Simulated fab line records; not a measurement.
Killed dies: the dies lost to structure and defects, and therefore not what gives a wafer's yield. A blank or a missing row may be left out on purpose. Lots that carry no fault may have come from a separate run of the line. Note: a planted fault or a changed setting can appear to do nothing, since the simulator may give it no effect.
Struck lot and sound lot, side by side :: flow n5Finfet :: 39 steps out of a route of 1938
Sound: the wafers L587.1, L587.2, L587.5. Struck: wafer L598.2; the same lot's L598.6 was not struck, so it is left out; see the end for the cause.
At each step with rows: each side's tool, then ch and its chambers, then its first start. Under that, the readings that differ: sound wafers :: struck wafers :: difference of the means :: sigmas: that difference in standard deviations of wafers without a fault.
alike: readings whose means differ by less than 2 such deviations, and words and numbers that are the same on both sides. not compared: withheld readings, readings that some wafer has no value for, bounds like >300 that may hide the same value, and numbers for which the record gives no deviation and whose values overlap.
The two part at a step that has a row with sigmas, a row that says differs or no value, or rows on one side only. Numbers that don't overlap but have no deviation are shown without sigmas and don't part them. A reading missing from all wafers of one side parts the sides only when that side holds two or more wafers.

first, 9 steps without rows for these wafers: N5_BEOL_M14_SOFTBAKE_23 (time 60 s); N5_BEOL_M14_EXPOSE_25 (exposes mask M14, target cd 280 nm); N5_BEOL_M14_PEB_26 (peb time 90 s); N5_BEOL_M14_DEVELOP_27 (develop time 45 s); N5_BEOL_M14_HARDBAKE_32 (time 120 s); N5_BEOL_M14_DESCUM_33 (chemistry O2, time 7.9 s); N5_BEOL_M14_ETCH_67 (etches SiARC in CF4, target depth 143 nm, time 238.3 s); N5_BEOL_M14_ETCH_68 (etches SOC in N2/H2, time 450 s); N5_BEOL_M14_STRIP_69 (strips in N2/H2).
N5_BEOL_M14_TRENCH_ETCH_34: etches SiO2 in C4F8/O2/Ar, target depth 556.65 nm, time 126.9 s.
  sound on rieDiel-04 ch 0,2,3, day 11 18:03; struck on rieDiel-04 ch 1, day 15 05:47
reading: model.etch.depthNm (nm)
sound: 559.7 567.2 568.3
struck: 424.1
difference: -141.0
sigmas: 
  alike: O2_flow_sccm, biasW, drypumpMotorCurrentA, heInnerTorr, oesProductAu, rfVppV, showerheadPlenumPTorr, throttleValvePct
  not compared: rfHoursCounterH
then, 1 step without rows for these wafers: N5_BEOL_M14_STRIP_70 (strips in C4F8/O2/Ar).
N5_BEOL_M14_OCD_MEAS_35:
  sound: ocd-01 at day 11 18:13; struck: ocd-01 at day 15 05:57
reading: trenchDepthNm (nm)
sound: 560 568 568
struck: 423
difference: -142
sigmas: -17
then, 11 steps without rows for these wafers: N5_BEOL_M14_STRIP_37 (strips in O2); N5_BEOL_M14_ETCH_38 (etches SiCN in CF4/N2, target depth 106.5 nm, time 120.6 s); N5_BEOL_M14_PRECLEAN_39 (cleans in residue remover, time 60 s); N5_BEOL_M14_SRD_40 (time 30 s, dry time 30 s); N5_BEOL_M14_DEGAS_41 (time 60 s); N5_BEOL_M14_PRE_CLEAN_42 (time 30 s); N5_BEOL_M14_SPUTTER_43 (material TaN, target thk 15 nm, time 24.19 s); N5_BEOL_M14_SPUTTER_44 (material Ta, target thk 15 nm, time 24.19 s); N5_BEOL_M14_SPUTTER_45 (material Cu, target thk 100 nm, time 16.67 s); N5_BEOL_M14_ECD_47 (material Cu, target thk 1248 nm); N5_BEOL_M14_ANNEAL_48 (time 90 s).
N5_BEOL_M14_CMP_49: polishes, stops on SiO2, t overpolish 5.2 s, target thk 560 nm.
  sound on cmp-04 ch 1,2, day 11 20:08; struck on cmp-04 ch 2, day 15 09:35
reading: model.Cu_of_BEOL_M14_ECD_47.thkNm (nm)
sound: 564 571.4 572.8
struck: 427.6
difference: -141.8
sigmas: 
  alike: barrierFieldEndpointS, motorCurrentA, overpolishRunS, platenRpm, timeToEndpointS
N5_BEOL_M14_THK_MEAS_50: measures by xrf.
  sound: filmMetro-02 at day 11 20:26; struck: filmMetro-01 at day 15 09:46
reading: M14_THK (nm)
sound: 561 571 571
struck: 417
difference: -151
sigmas: -14
then, 2 steps without rows for these wafers: N5_BEOL_M14_PRE_CLEAN_52 (time 15 s); N5_BEOL_M14_DEP_53 (deposits SiCN from 3MS/NH3, target thk 50 nm, time 17.8 s).
N5_BEOL_M14_RS_MEAS_54: the measuring method here is four-point-probe.
  sound: filmMetro-01 at day 11 20:34; struck: filmMetro-01 at day 15 09:53
reading: M14_RS (ohm/sq)
sound: 0.0329 0.0326 0.0324
struck: 0.0438
difference: +0.0112
sigmas: +21
then, 9 steps without rows for these wafers: N5_BEOL_M15_ILD_DEP_00 (deposits SiO2 from TEOS/O2, target thk 1629.3 nm, time 346.1 s); N5_BEOL_M15_COAT_58 (time 60 s, resist thk 89 nm); N5_BEOL_M15_COAT_04 (resist thk 800 nm); N5_BEOL_M15_EBR_06; N5_BEOL_M15_SOFTBAKE_05 (time 60 s); N5_BEOL_M15_EXPOSE_07 (exposes mask V14); N5_BEOL_M15_PEB_08 (peb time 90 s); N5_BEOL_M15_DEVELOP_09 (develop time 45 s); N5_BEOL_M15_HARDBAKE_14 (time 120 s).
N5_BEOL_M15_RC_MEAS_101:
  sound on prober-02 ch 0, day 12 02:50; struck on prober-02 ch 0, day 15 17:15
reading: COMB_M10 (S/m)
sound: 1.1e-11 1.32e-11 1.4e-11
struck: 1.93e-11
difference: +6.57e-12
sigmas: +2

reading: COMB_M11 (S/m)
sound: 1.69e-11 2.64e-11 1.38e-11
struck: 1.22e-11
difference: -6.83e-12
sigmas: -3

reading: SERP_M12 (ohm/um)
sound: 0.657 0.644 0.651
struck: 0.621
difference: -0.030
sigmas: -3

reading: SERP_M14 (ohm/um)
sound: 0.156 0.155 0.156
struck: 0.212
difference: +0.056
sigmas: +17

reading: SERP_M14_max_site (ohm/um)
sound: 0.158 0.157 0.157
struck: 0.214
difference: +0.057
sigmas: +17
  alike: etestTempC, COMB_M12, COMB_M13, COMB_M15, COMB_M5, COMB_M5_max_site, COMB_M6, COMB_M7, COMB_M8, COMB_M9, SERP_M10, SERP_M11, SERP_M13, SERP_M5, SERP_M6, SERP_M7, SERP_M8, SERP_M9
N5_PASSIVATION_PROBE_49:
  sound: prober-01 at day 12 17:53; struck: prober-02 at day 16 10:05
reading: killed_at_M4_up
sound: 5 9 7
struck: 21
difference: +14
sigmas: +3

reading: killedAtContacts
sound: 22 5 26
struck: 5
difference: -13
sigmas: -2
  alike: defectLimitedYield, killed_at_M0_to_M3, killedAtFrontEnd, killedAtOther, killedDies, killedOpen, killedShort, sort_bin_5_function, sort_bin_6_memory, sortNPass
  not compared: sort_bin_8_speed

WHERE THEY PART
Earliest at N5_BEOL_M14_OCD_MEAS_35; latest, in this record, at N5_PASSIVATION_PROBE_49.

WHY: what had been put in by the simulator
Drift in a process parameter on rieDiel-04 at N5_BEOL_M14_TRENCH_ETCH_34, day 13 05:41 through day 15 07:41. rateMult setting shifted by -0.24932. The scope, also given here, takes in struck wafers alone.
